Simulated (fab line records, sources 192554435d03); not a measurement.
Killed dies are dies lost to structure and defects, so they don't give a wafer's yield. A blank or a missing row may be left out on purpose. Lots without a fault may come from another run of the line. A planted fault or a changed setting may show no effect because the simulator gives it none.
fab line records | flow n5_finfet
record lots=9 wafers=26 last_day=17
route steps=1938 shown PMOS_HMC_CHANNEL_EPI@71 FIN_SAQP@98 BEOL_M4@1111 PASSIVATION@1936
lots that met no fault: from a run of the same line without faults
start_h: hours from the record's first day to the start of the lot's first wafer shown | wait_h: hours since the lot's step before | " the same as in the row above | L1.1+2: a row that stands for several wafers | - no value, or no start given | * or withheld: withheld | < > ~ a bound
route shown NAME@n: a module of which the file shows steps, and the number in the route of the first | usual: mean/standard deviation of fault-free wafers | same: alike in all rows | chamber/n: place in a boat | sites: the reading at each site | _std_site: their standard deviation | _edge_site: outer sites' mean less inner sites' | radius_mm: how far each site lies from the wafer's centre | mask NAME#n: copy n | behind: the tool/chamber that last shaped the wafer | hold: why the lot was held/for how many hours/how that ended | device: the transistor (n, p or np) that didn't switch | end of line: the same wafers' tests at the end of the route | a step without rows: its recipe alone | killed: dies lost to structure and defects at the first sort, not the wafer's yield | map: a wafer's dies, x killed, . not, _ none there
set.NAME: the setting as run; set.NAME@STEP: as run at that earlier step | model.NAME: the simulator's own value behind a step, which no gauge read
steps of the route over a sample of lots; a table a step, a row a wafer
services: from which hour (start_h, from the record's first day; less than 0 if before it) a tool's chamber was out of use, for how many hours, and why
## steps
# step N5_PMOS_HMC_CHANNEL_EPI_STRIP_33
# recipe chemistry=N2/H2 power_w=500 temp_c=40 pressure_mtorr=50 rf_frequency_hz=6e+07 overash_fraction=0.3 bias_power_w=8 h2_frac=0.5 n2_flow_sccm=300 h2_flow_sccm=300
# usual bias_power_w=7.998/0.024 chamber_pressure_mTorr=50.00/0.086 drypump_motor_current_A=5.8/0.38 oes_product_au=0.78/0.068 rf_vpp_V=54.4/1.8 showerhead_plenum_p_Torr=3.39/0.12 throttle_valve_pct=18.9/0.37
# columns lot.wafer tool chamber start_h wait_h bias_power_w chamber_pressure_mTorr drypump_motor_current_A oes_product_au rf_hours_counter_h rf_vpp_V showerhead_plenum_p_Torr throttle_valve_pct
L596.3 rie_diel-01 0 23.40 0.0 8.023 50.17 6.0 0.83 99 53.7 3.25 18.7
L596.5 " 2 " " 8.022 50.02 6.0 0.76 - 56.3 3.49 18.7
L597.1 rie_diel-02 1 29.63 0.0 8.026 49.83 6.2 0.75 151 53.9 3.46 18.4
L597.2 " 3 " " 8.027 50.03 5.9 0.75 149 56.0 3.25 19.1
L597.5 " 0 " " 8.026 49.99 5.8 0.79 - 52.7 3.37 18.9
L598.1 rie_diel-05 0 35.24 0.0 7.967 50.02 5.9 0.89 32 53.2 3.55 18.5
L598.2 " 1 " " 7.994 49.87 5.7 0.75 133 51.0 3.22 19.7
L598.3 " 3 " " 7.995 50.07 5.6 0.75 175 53.9 3.49 18.9
L603.1 rie_diel-05 3 65.80 0.0 8.008 49.92 5.6 0.73 185 56.4 3.49 18.9
L603.3 " 2 " " 8.057 49.90 5.7 0.74 179 52.2 3.48 18.7
L603.6 " 3 " " 7.980 49.92 5.6 0.72 - 54.5 3.49 18.9
L608.2 rie_diel-05 2 95.80 0.0 7.980 50.06 5.6 0.76 187 52.3 3.47 18.7
L608.3 " 1 " " 7.980 49.94 5.7 0.73 150 56.2 3.21 19.7
L608.4 " 3 " " 7.951 50.08 5.6 0.73 193 55.2 3.49 18.9
L610.2 rie_diel-02 1 108.34 0.0 7.980 50.08 6.2 0.75 175 54.7 3.44 18.5
L610.3 " 2 " " 7.980 49.90 5.0 0.75 164 52.7 3.35 19.0
L610.6 " 0 " " 7.989 49.88 5.8 0.77 - 58.0 3.36 18.8
L612.2 rie_diel-05 1 119.64 0.0 7.986 49.94 5.7 0.73 157 53.8 3.21 19.7
L612.4 " 2 " " 8.025 49.80 5.6 0.73 194 56.3 3.47 18.7
L612.5 " 3 " " 8.002 49.92 5.6 0.73 - 53.4 3.48 18.9
L613.1 rie_diel-02 2 125.77 0.0 7.979 49.97 5.0 0.76 171 53.4 3.34 19.0
L613.4 " 3 " " 7.993 50.16 5.9 0.72 - 54.4 3.23 19.2
L613.6 " 2 " " 8.005 49.98 5.0 0.75 - 54.3 3.34 19.0
L616.2 rie_diel-02 0 144.52 0.0 8.020 50.03 5.8 0.75 151 55.9 3.35 18.9
L616.3 " 1 " " 7.989 50.05 6.2 0.74 182 53.0 3.44 18.5
L616.5 " 0 " " 8.005 50.18 5.8 0.73 - 54.4 3.35 18.9
# step N5_FIN_SAQP_PECVD_47
# recipe material=a-Si target_thk_a=450 temp_c=400 precursor=SiH4/He pressure_torr=3 rf_w=100 time_s=36.3
# usual heater_power_w=793/92 rf_fwd_power_W=98.9/0.4 showerhead_plenum_p_Torr=5.63/0.044 throttle_valve_pct=18.4/0.89
# columns lot.wafer tool chamber start_h wait_h heater_power_w rf_fwd_power_W showerhead_plenum_p_Torr throttle_valve_pct
L596.3 pecvd-02 1 26.95 0.0 986 98.3 5.55 19.7
L596.5 " 0 " " 840 98.5 5.68 17.5
L597.1 pecvd-04 1 33.67 0.0 888 98.8 5.71 18.4
L597.2 " 0 " " 806 98.8 5.60 17.9
L597.5 " 0 " " 821 99.0 5.60 18.3
L598.1 pecvd-02 2 38.52 0.0 778 99.0 5.57 17.4
L598.2 " 0 " " 732 98.4 5.67 17.7
L598.3 " 1 " " 984 98.8 5.54 20.1
L603.1 pecvd-01 1 69.80 0.0 601 99.4 5.62 18.4
L603.3 " 0 " " 760 98.7 5.66 19.7
L603.6 " 0 " " 755 98.8 5.66 19.7
L608.2 pecvd-01 0 99.47 0.0 779 99.0 5.66 19.6
L608.3 " 2 " " 786 98.2 5.62 18.2
L608.4 " 1 " " 644 99.1 5.63 18.0
L610.2 pecvd-02 0 111.86 0.0 842 98.5 5.68 17.8
L610.3 " 1 " " 971 98.4 5.54 19.9
L610.6 " 0 " " 833 98.6 5.68 17.5
L612.2 pecvd-01 1 123.04 0.0 657 98.8 5.63 18.0
L612.4 " 0 " " 744 99.7 5.66 19.7
L612.5 " 1 " " 649 99.3 5.64 18.0
L613.1 pecvd-02 1 129.44 0.0 992 98.6 5.54 19.8
L613.4 " 0 " " 836 98.3 5.67 17.6
L613.6 " 1 " " 970 98.3 5.55 20.0
L616.2 pecvd-04 2 148.15 0.0 939 98.8 5.67 17.2
L616.3 " 1 " " 901 98.7 5.70 18.1
L616.5 " 0 " " 798 98.5 5.61 18.0
# step N5_FIN_SAQP_COAT_50
# recipe resist=SiARC temp_c=220 time_s=60 spin_rpm=1500 resist_thk_nm=35
# usual spin_speed_rpm=1500.1/1
# columns lot.wafer tool chamber start_h wait_h spin_speed_rpm
L596.3 litho_track-04 0 27.24 - 1500.3
L596.5 " 0 " " 1500.0
L597.1 litho_track-01 0 34.06 - 1500.7
L597.2 " 0 " " 1500.0
L597.5 " 0 " " 1500.3
L598.1 litho_track-04 0 38.83 - 1502.6
L598.2 " 0 " " 1501.3
L598.3 " 0 " " 1501.4
L603.1 litho_track-01 0 70.08 - 1500.6
L603.3 " 0 " " 1501.1
L603.6 " 0 " " 1500.4
L608.2 litho_track-01 0 99.76 - 1420.9
L608.3 " 0 " " 1420.0
L608.4 " 0 " " 1420.9
L610.2 litho_track-01 0 112.15 - 1420.1
L610.3 " 0 " " 1419.7
L610.6 " 0 " " 1420.2
L612.2 litho_track-05 0 123.32 - 1498.9
L612.4 " 0 " " 1498.4
L612.5 " 0 " " 1499.3
L613.1 litho_track-04 0 129.73 - 1501.6
L613.4 " 0 " " 1501.2
L613.6 " 0 " " 1500.2
L616.2 litho_track-05 0 148.43 - 1499.8
L616.3 " 0 " " 1500.7
L616.5 " 0 " " 1499.4
# step N5_FIN_SAQP_DESCUM_21
# recipe chemistry=O2 time_s=7.9 source_power_w=50 bias_power_w=20 pressure_mtorr=20 rf_frequency_hz=2.712e+07 temp_c=40 resist=CAR-ArF o2_flow_sccm=225
# usual bias_power_w=20.00/0.059 chamber_pressure_mTorr=20.001/0.024 drypump_motor_current_A=5.6/0.63 oes_product_au=0.80/0.091 rf_fwd_power_W=49.30/0.3 rf_vpp_V=242.3/1.2 showerhead_plenum_p_Torr=2.04/0.052 throttle_valve_pct=20.49/0.2
# columns lot.wafer tool chamber start_h wait_h bias_power_w chamber_pressure_mTorr drypump_motor_current_A oes_product_au rf_fwd_power_W rf_hours_counter_h rf_vpp_V showerhead_plenum_p_Torr throttle_valve_pct
L596.3 rie_diel-04 0 27.90 0.4 20.10 20.006 5.5 0.80 49.09 86 241.8 2.02 20.30
L596.5 " 2 " " 19.94 20.028 5.8 0.72 49.32 - 242.3 2.07 20.45
L597.1 rie_diel-03 0 34.57 0.2 19.96 20.000 5.0 0.68 48.91 242 244.7 2.17 21.05
L597.2 " 1 " " 19.93 20.023 6.6 0.73 49.22 171 242.8 1.99 20.54
L597.5 " 3 " " 19.94 19.994 6.5 0.70 49.42 - 242.7 1.97 20.50
L598.1 rie_diel-03 3 39.30 0.0 20.03 19.984 6.5 0.69 49.20 230 240.4 1.97 20.49
L598.2 " 2 " " 19.95 20.010 4.8 0.69 49.49 240 242.3 2.08 20.45
L598.3 " 1 " " 20.07 20.033 6.6 0.73 49.29 173 238.9 1.99 20.55
L603.1 rie_diel-03 3 70.55 0.0 20.10 19.983 6.5 0.69 49.76 242 244.2 1.97 20.51
L603.3 " 1 " " 19.93 19.986 6.5 0.73 49.23 185 242.3 1.98 20.57
L603.6 " 1 " " 20.01 19.985 6.6 0.71 49.38 - 242.1 1.98 20.55
L608.2 rie_diel-06 2 100.39 0.2 19.90 19.985 5.4 0.74 48.98 193 240.6 1.98 20.53
L608.3 " 3 " " 19.94 19.983 6.7 0.70 49.39 238 242.7 2.08 20.83
L608.4 " 1 " " 19.99 19.959 4.8 0.86 49.03 64 242.0 2.02 20.29
L610.2 rie_diel-04 3 112.91 0.3 20.03 20.005 5.7 0.91 49.56 40 242.2 2.07 20.70
L610.3 " 1 " " 19.99 19.986 6.1 0.91 49.25 31 242.5 2.06 20.31
L610.6 " 3 " " 19.94 20.010 5.6 0.91 49.67 - 243.7 2.07 20.70
L612.2 rie_diel-06 0 123.66 0.0 20.01 19.986 5.2 0.87 49.53 40 242.9 2.03 20.33
L612.4 " 1 " " 20.04 19.969 4.8 0.84 49.43 73 242.7 2.01 20.31
L612.5 " 1 " " 20.00 20.028 4.9 0.85 49.35 - 241.6 2.01 20.32
L613.1 rie_diel-06 0 130.20 0.0 20.03 19.946 5.2 0.87 49.63 41 243.3 2.03 20.33
L613.4 " 2 " " 20.02 19.990 5.4 0.73 48.93 203 242.1 1.98 20.55
L613.6 " 1 " " 20.00 20.015 4.8 0.83 49.25 - 241.9 2.01 20.34
L616.2 rie_diel-06 0 148.95 0.1 20.00 20.006 5.2 0.86 49.46 50 241.3 2.03 20.35
L616.3 " 2 " " 20.03 19.982 5.4 0.73 48.75 212 241.5 1.98 20.57
L616.5 " 2 " " 19.98 20.035 5.4 0.72 48.89 - 240.6 1.97 20.56
# step N5_BEOL_M4_RC_MEAS_101
# usual DIBL_N=36.0/1.6 DIBL_P=36.1/2 IOFF_N=0.160/0.029 IOFF_P=0.21/0.039 ION_N=675/13 ION_P=464/8.8 SS_N=71.5/0.58 SS_P=73.3/0.65 VT_N=250/3.3 VT_P=-249/3.6
# columns lot.wafer tool chamber start_h wait_h DIBL_N[mV/V] DIBL_P[mV/V] IOFF_N[nA/um] IOFF_P[nA/um] ION_N[uA/um] ION_P[uA/um] SS_N[mV/dec] SS_P[mV/dec] VT_N[mV] VT_P[mV]
L596.3 prober-01 0 169.61 0.3 37.5 36.4 0.174 0.24 666 460 71.8 74.0 251 -248
L596.5 " 0 " " 36.0 34.5 0.149 0.21 667 460 71.1 72.7 251 -250
L597.1 prober-01 0 175.16 0.0 34.1 34.5 0.128 0.17 666 456 72.0 72.5 252 -252
L597.2 " 0 " " 36.9 37.5 0.173 0.22 693 473 71.0 73.4 248 -248
L597.5 " 0 " " 33.7 33.5 0.118 0.15 665 452 71.2 72.2 255 -255
L598.1 prober-02 0 186.81 0.0 34.2 34.1 0.121 0.15 653 451 71.7 72.7 254 -259
L598.2 " 0 " " 36.3 36.7 0.150 0.18 673 456 72.6 74.0 252 -255
L598.3 " 0 " " 33.9 33.6 0.110 0.14 649 448 71.4 72.3 255 -259
L603.1 prober-01 0 219.96 0.0 37.1 36.8 0.180 0.20 669 454 71.5 73.3 251 -251
L603.3 " 0 " " 34.3 35.2 0.130 0.18 658 452 71.1 72.9 256 -250
L603.6 " 0 " " 34.3 34.8 0.132 0.18 672 462 71.1 73.6 251 -252
L608.2 prober-01 0 238.45 0.2 35.6 34.9 0.155 0.22 652 457 71.7 72.7 250 -248
L608.3 " 0 " " 36.5 37.6 0.178 0.27 689 474 71.2 74.2 247 -246
L608.4 " 0 " " 37.4 37.6 0.204 0.28 685 472 72.0 73.3 246 -245
L610.2 prober-01 0 265.02 0.2 37.8 37.4 0.193 0.20 694 463 71.6 74.1 245 -251
L610.3 " 0 " " 36.3 35.7 0.152 0.18 681 461 71.6 74.1 251 -252
L610.6 " 0 " " 36.0 34.8 0.136 0.16 657 444 71.0 72.7 253 -254
L612.2 prober-01 0 268.24 0.2 37.1 38.1 0.203 0.22 685 463 71.5 73.6 245 -248
L612.4 " 0 " " 35.7 36.5 0.154 0.20 661 463 71.4 73.8 248 -248
L612.5 " 0 " " 34.8 35.1 0.144 0.18 670 455 70.7 72.9 250 -253
L613.1 prober-02 0 286.33 0.0 37.0 37.9 0.177 0.24 694 478 72.3 73.2 245 -245
L613.4 " 0 " " 38.7 39.9 0.218 0.30 711 482 72.2 74.3 244 -244
L613.6 " 0 " " 38.2 40.1 0.195 0.29 689 480 72.1 73.8 244 -244
L616.2 prober-02 0 294.61 0.2 31.8 33.0 0.115 0.18 667 461 70.8 72.4 256 -250
L616.3 " 0 " " 32.8 34.9 0.123 0.21 663 468 71.1 73.2 254 -246
L616.5 " 0 " " 35.6 37.3 0.171 0.24 681 471 71.3 73.8 249 -247
# step N5_PASSIVATION_PROBE_49
# usual defect_limited_yield=91.0/1.3 killed_at_M0_to_M3=36/9.5 killed_at_M4_up=14/5.6 killed_at_contacts=12/6.4 killed_at_front_end=40/10 killed_at_other=3.2/3 killed_dies=107/15 killed_open=69/12 killed_short=35/7.7 sort_bin_5_function=5.3/0.91 sort_bin_6_memory=3.3/0.65 sort_bin_8_speed=0.00/0.012 sort_n_pass=1073/15 sort_yield_pct=91.0/1.3
# same gross_dies=1180 killed_at_back_side=0 sort_bin_4_leakage[%]=0
# columns lot.wafer tool chamber start_h wait_h defect_limited_yield[%] killed_at_M0_to_M3 killed_at_M4_up killed_at_contacts killed_at_front_end killed_at_other killed_dies killed_open killed_short sort_bin_5_function[%] sort_bin_6_memory[%] sort_bin_8_speed[%] sort_n_pass sort_yield_pct[%]
L596.3 prober-01 - 273.09 0.1 91.6 46 12 6 35 0 99 63 36 5.8 2.3 0 1081 91.6
L596.5 prober-01 - 273.19 0.2 91.2 42 11 14 34 3 104 74 24 5.0 3.3 0 1076 91.2
L597.1 prober-02 - 275.74 0.0 88.9 53 12 27 36 3 131 79 44 6.5 3.9 0 1049 88.9
L597.2 prober-02 - 275.79 0.1 91.4 38 17 10 35 1 101 67 32 4.7 3.6 0 1079 91.4
L597.5 prober-02 - 275.94 0.2 92.3 31 8 12 38 2 91 61 29 5.2 2.3 0 1089 92.3
L598.1 prober-01 - 293.49 0.0 92.5 38 8 10 33 0 89 56 32 4.7 2.8 0 1091 92.5
L598.2 prober-01 - 293.54 0.1 89.7 55 10 11 44 2 122 72 48 6.5 3.6 0 1058 89.7
L598.3 prober-01 - 293.59 0.1 89.9 48 9 24 33 5 119 72 47 5.2 4.3 0 1061 89.9
L603.1 prober-02 - 335.75 0.0 92.5 29 15 2 39 3 88 64 23 4.2 2.8 0 1092 92.5
L603.6 prober-02 - 336.00 0.3 91.4 43 8 4 46 0 101 67 33 5.3 3.1 0 1079 91.4
L608.2 prober-02 - 354.66 0.1 88.4 58 13 23 40 3 137 92 39 6.3 4.7 0 1043 88.4
L608.3 prober-02 - 354.71 0.1 91.4 35 12 13 41 1 102 62 33 5.3 2.5 0 1078 91.4
L608.4 prober-02 - 354.76 0.2 89.3 36 16 22 48 4 126 82 37 6.1 4.4 0 1054 89.3
L612.2 prober-02 - 381.78 0.1 90.3 33 20 5 54 2 114 75 36 6.1 3.1 0 1066 90.3
L612.4 prober-02 - 381.88 0.2 90.2 36 22 26 31 1 116 77 35 6.1 3.3 0 1064 90.2
L612.5 prober-02 - 381.93 0.2 90.6 40 6 13 50 2 111 73 27 6.1 2.5 0 1069 90.6
L610.2 prober-02 - 385.79 0.1 90.3 37 21 6 37 13 114 73 41 5.8 3.3 0 1066 90.3
L610.3 prober-02 - 385.84 0.1 90.4 44 24 5 29 11 113 80 33 5.3 4.0 0 1067 90.4
L610.6 prober-02 - 385.99 0.3 91.4 35 14 13 37 3 102 51 50 4.7 3.4 0.08 1077 91.3
L613.1 prober-01 - 391.61 0.0 91.8 38 6 10 42 1 97 58 38 4.3 3.6 0 1083 91.8
L613.4 prober-01 - 391.76 0.2 92.5 30 9 13 36 0 88 58 30 4.8 2.3 0 1092 92.5
L613.6 prober-01 - 391.86 0.3 90.8 46 14 9 39 0 108 76 31 6.4 2.5 0 1072 90.8
L616.2 prober-01 - 403.38 0.1 91.4 31 24 6 39 2 102 77 24 4.6 3.9 0 1078 91.4
L616.3 prober-01 - 403.43 0.1 92.2 36 10 12 25 9 92 63 25 4.5 3.1 0 1088 92.2
L616.5 prober-01 - 403.53 0.2 90.4 40 15 27 29 2 113 78 33 5.9 3.2 0 1067 90.4
# killed by level:class
L596.3 BEOL_M0_SAQP:geometric_particle:short=15 FIN_SAQP:geometric_particle:open=11 STI_FIN_REVEAL:geometric_particle:open=9 BEOL_M0_SAQP:geometric_particle:open=8 BEOL_M3:geometric_particle:open=7 FIN_SAQP:geometric_particle:short=6 MOL_CONTACT_COAG:geometric_particle:open=6 BEOL_M1:geometric_particle:open=5
L596.5 MOL_CONTACT_COAG:geometric_particle:open=13 STI_FIN_REVEAL:geometric_particle:open=11 BEOL_M0_SAQP:geometric_particle:open=11 BEOL_M1:geometric_particle:open=9 BEOL_M0_SAQP:geometric_particle:short=8 BEOL_M2:geometric_particle:open=6 HKMG_FIN:area_etch=5 BEOL_M0:geometric_particle:open=4
L597.1 MOL_CONTACT_COAG:geometric_particle:open=21 BEOL_M2:geometric_particle:open=12 BEOL_M3:geometric_particle:open=10 BEOL_M1:geometric_particle:open=8 FIN_SAQP:geometric_particle:short=7 BEOL_M0_SAQP:geometric_particle:short=7 MOL_CONTACT_COAG:geometric_particle:short=6 BEOL_M0_SAQP:geometric_particle:open=6
L597.2 BEOL_M3:geometric_particle:open=12 FIN_SAQP:geometric_particle:open=10 BEOL_M1:geometric_particle:open=10 MOL_CONTACT_COAG:geometric_particle:open=9 FIN_SAQP:geometric_particle:short=7 BEOL_M4:geometric_particle:open=7 GATE_CUT:geometric_particle:short=5 DUMMY_GATE:geometric_particle:open=4
L597.5 MOL_CONTACT_COAG:geometric_particle:open=9 GATE_CUT:geometric_particle:open=8 BEOL_M1:geometric_particle:open=7 FIN_SAQP:geometric_particle:short=5 FIN_SAQP:geometric_particle:open=5 STI_FIN_REVEAL:geometric_particle:open=5 BEOL_M0_SAQP:geometric_particle:short=5 BEOL_M3:geometric_particle:open=5
L598.1 FIN_SAQP:geometric_particle:short=11 MOL_CONTACT_COAG:geometric_particle:open=7 BEOL_M0_SAQP:geometric_particle:open=7 BEOL_M3:geometric_particle:open=7 GATE_CUT:geometric_particle:open=6 BEOL_M2:geometric_particle:open=6 STI_FIN_REVEAL:geometric_particle:open=5 BEOL_M0_SAQP:geometric_particle:short=5
L598.2 BEOL_M0_SAQP:geometric_particle:short=17 BEOL_M0_SAQP:geometric_particle:open=13 MOL_CONTACT_COAG:geometric_particle:open=9 BEOL_M3:geometric_particle:open=9 STI_FIN_REVEAL:geometric_particle:open=8 FIN_SAQP:geometric_particle:short=7 GATE_CUT:geometric_particle:short=7 FIN_SAQP:geometric_particle:open=6
L598.3 MOL_CONTACT_COAG:geometric_particle:open=19 BEOL_M2:geometric_particle:open=15 BEOL_M0_SAQP:geometric_particle:short=9 FIN_SAQP:geometric_particle:open=8 BEOL_M0_SAQP:geometric_particle:open=6 STI_FIN_REVEAL:geometric_particle:open=5 MOL_CONTACT_COAG:geometric_particle:short=5 FIN_SAQP:geometric_particle:short=4
L603.1 BEOL_M0_SAQP:geometric_particle:open=10 FIN_SAQP:geometric_particle:open=9 FIN_SAQP:geometric_particle:short=8 STI_FIN_REVEAL:geometric_particle:open=8 BEOL_M3:geometric_particle:open=8 GATE_CUT:geometric_particle:open=7 BEOL_M4:geometric_particle:open=7 BEOL_M1:geometric_particle:open=3
L603.6 BEOL_M3:geometric_particle:open=13 BEOL_M0_SAQP:geometric_particle:short=10 BEOL_M1:geometric_particle:open=10 FIN_SAQP:geometric_particle:open=8 GATE_CUT:geometric_particle:short=7 GATE_CUT:geometric_particle:open=7 BEOL_M0_SAQP:geometric_particle:open=6 FIN_SAQP:geometric_particle:short=5
L608.2 MOL_CONTACT_COAG:geometric_particle:open=20 BEOL_M0_SAQP:geometric_particle:open=17 BEOL_M0_SAQP:geometric_particle:short=13 BEOL_M3:geometric_particle:open=12 STI_FIN_REVEAL:geometric_particle:open=10 STI_FIN_REVEAL:geometric_particle:short=7 BEOL_M4:geometric_particle:open=7 BEOL_M2:geometric_particle:open=6
L608.3 STI_FIN_REVEAL:geometric_particle:open=13 MOL_CONTACT_COAG:geometric_particle:open=11 BEOL_M0_SAQP:geometric_particle:short=10 GATE_CUT:geometric_particle:short=6 BEOL_M4:geometric_particle:open=6 BEOL_M0_SAQP:geometric_particle:open=5 BEOL_M1:geometric_particle:open=5 HKMG_FIN:area_etch=5
L608.4 MOL_CONTACT_COAG:geometric_particle:open=15 STI_FIN_REVEAL:geometric_particle:open=13 BEOL_M3:geometric_particle:open=13 MOL_CONTACT_COAG:geometric_particle:short=7 BEOL_M4:geometric_particle:open=7 STARTING-WAFER:geometric_particle:open=6 DUMMY_GATE:geometric_particle:open=5 GATE_CUT:geometric_particle:open=5
L612.2 BEOL_M1:geometric_particle:open=12 BEOL_M4:geometric_particle:open=12 STI_FIN_REVEAL:geometric_particle:open=11 FIN_SAQP:geometric_particle:short=9 BEOL_M2:geometric_particle:open=7 STARTING-WAFER:geometric_particle:open=7 FIN_SAQP:geometric_particle:open=6 DUMMY_GATE:geometric_particle:open=5
L612.4 MOL_CONTACT_COAG:geometric_particle:open=19 BEOL_M4:geometric_particle:open=13 BEOL_M3:geometric_particle:open=12 FIN_SAQP:geometric_particle:open=8 MOL_CONTACT_COAG:geometric_particle:short=7 STI_FIN_REVEAL:geometric_particle:open=5 BEOL_M0_SAQP:geometric_particle:short=5 BEOL_M3:geometric_particle:short=4
L612.5 STI_FIN_REVEAL:geometric_particle:open=11 BEOL_M1:geometric_particle:open=11 DUMMY_GATE:geometric_particle:open=7 MOL_CONTACT_COAG:geometric_particle:open=7 BEOL_M3:geometric_particle:open=7 HKMG_FIN:area_etch=7 BEOL_M2:geometric_particle:open=6 FIN_SAQP:geometric_particle:short=5
L610.2 BEOL_M4:geometric_particle:open=9 DUMMY_GATE:geometric_particle:open=8 STI_FIN_REVEAL:geometric_particle:open=7 BEOL_M0_SAQP:geometric_particle:open=7 BEOL_M0_SAQP:geometric_particle:short=7 BEOL_M3:geometric_particle:open=7 MIM_TOP_ETCH:geometric_particle:open=6 FIN_SAQP:geometric_particle:open=5
L610.3 BEOL_M4:geometric_particle:open=13 BEOL_M0_SAQP:geometric_particle:short=10 BEOL_M2:geometric_particle:open=10 STI_FIN_REVEAL:geometric_particle:open=6 BEOL_M0_SAQP:geometric_particle:open=6 BEOL_M1:geometric_particle:open=6 FIN_SAQP:geometric_particle:open=4 MOL_CONTACT_COAG:geometric_particle:open=4
L610.6 FIN_SAQP:geometric_particle:short=19 BEOL_M0_SAQP:geometric_particle:short=10 BEOL_M0_SAQP:geometric_particle:open=9 MOL_CONTACT_COAG:geometric_particle:open=8 BEOL_M4:geometric_particle:open=7 STI_FIN_REVEAL:geometric_particle:open=5 GATE_CUT:geometric_particle:short=5 MOL_CONTACT_COAG:geometric_particle:short=5
L613.1 BEOL_M0_SAQP:geometric_particle:short=12 FIN_SAQP:geometric_particle:short=10 BEOL_M0_SAQP:geometric_particle:open=10 STI_FIN_REVEAL:geometric_particle:open=9 MOL_CONTACT_COAG:geometric_particle:open=7 FIN_SAQP:geometric_particle:open=6 BEOL_M2:geometric_particle:open=5 BEOL_M3:geometric_particle:open=4
L613.4 MOL_CONTACT_COAG:geometric_particle:open=13 STI_FIN_REVEAL:geometric_particle:open=8 BEOL_M0_SAQP:geometric_particle:open=6 BEOL_M2:geometric_particle:open=6 FIN_SAQP:geometric_particle:open=5 FIN_SAQP:geometric_particle:short=5 BEOL_M4:geometric_particle:open=5 BEOL_M0_SAQP:geometric_particle:short=5
L613.6 BEOL_M0_SAQP:geometric_particle:open=17 BEOL_M0_SAQP:geometric_particle:short=11 MOL_CONTACT_COAG:geometric_particle:open=8 FIN_SAQP:geometric_particle:short=7 BEOL_M4:geometric_particle:open=7 FIN_SAQP:geometric_particle:open=6 STI_FIN_REVEAL:geometric_particle:open=6 BEOL_M2:geometric_particle:open=6
L616.2 BEOL_M2:geometric_particle:open=14 BEOL_M4:geometric_particle:open=14 DUMMY_GATE:geometric_particle:open=11 FIN_SAQP:geometric_particle:open=6 MOL_CONTACT_COAG:geometric_particle:open=5 BEOL_M3:geometric_particle:open=5 FIN_SAQP:geometric_particle:short=4 STARTING-WAFER:geometric_particle:short=4
L616.3 BEOL_M3:geometric_particle:open=14 MOL_CONTACT_COAG:geometric_particle:open=9 BEOL_M0:geometric_particle:open=5 STI_FIN_REVEAL:geometric_particle:open=4 DUMMY_GATE:geometric_particle:open=4 BEOL_M0_SAQP:geometric_particle:open=4 BEOL_M0_SAQP:geometric_particle:short=4 BEOL_M2:geometric_particle:open=4
L616.5 MOL_CONTACT_COAG:geometric_particle:open=21 BEOL_M0_SAQP:geometric_particle:open=7 BEOL_M1:geometric_particle:open=7 BEOL_M2:geometric_particle:short=7 BEOL_M4:geometric_particle:open=7 STI_FIN_REVEAL:geometric_particle:open=6 MOL_CONTACT_COAG:geometric_particle:short=6 BEOL_M3:geometric_particle:open=6
## services
# columns tool chamber start_h hours kind
pecvd-01 - 3.04 0.9 repair
rie_diel-03 0 11.54 4.0 repair
rie_diel-01 3 11.86 17.0 repair
rie_diel-04 2 31.94 2.5 repair
pecvd-02 - 44.26 14.6 pm
pecvd-01 - 50.57 2.8 pm
rie_diel-03 0 54.03 - clean
rie_diel-03 0 54.03 - consumable_replace:focus_ring
rie_diel-03 0 54.03 24.2 scheduled_down
rie_diel-01 3 76.84 10.0 repair
rie_diel-06 3 81.71 6.0 repair
pecvd-02 1 87.19 5.5 scheduled_down
rie_diel-05 1 91.99 2.6 repair
rie_diel-02 1 92.88 3.0 repair
rie_diel-03 - 97.60 2.8 pm
pecvd-02 - 104.26 1.2 repair
rie_diel-02 1 113.71 14.4 repair
pecvd-01 - 114.27 1.3 repair
rie_diel-04 1 120.81 9.9 repair
rie_diel-06 3 135.20 - clean
rie_diel-06 3 135.20 - consumable_replace:focus_ring
rie_diel-06 3 135.20 16.4 scheduled_down
rie_diel-06 3 135.20 16.4 vent_cycle
rie_diel-04 0 148.13 8.1 repair
## key
first_sign step=N5_FIN_SAQP_COAT_50 reading=spin_speed_rpm direction=down sigmas=80 usual=* struck=*
effect none on later readings
met_at N5_FIN_SAQP_COAT_50
struck_lots L608,L610
not_acting_at N5_PMOS_HMC_CHANNEL_EPI_STRIP_33,N5_FIN_SAQP_PECVD_47,N5_FIN_SAQP_DESCUM_21
onset_between 70.08 99.76
fault kind=process_parameter_drift tool=litho_track-01 chamber=- onset_h=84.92 steps=N5_FIN_SAQP_COAT_50 channel=spin_rpm offset=* shape=step end_h=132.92 acts_in=* stated=*
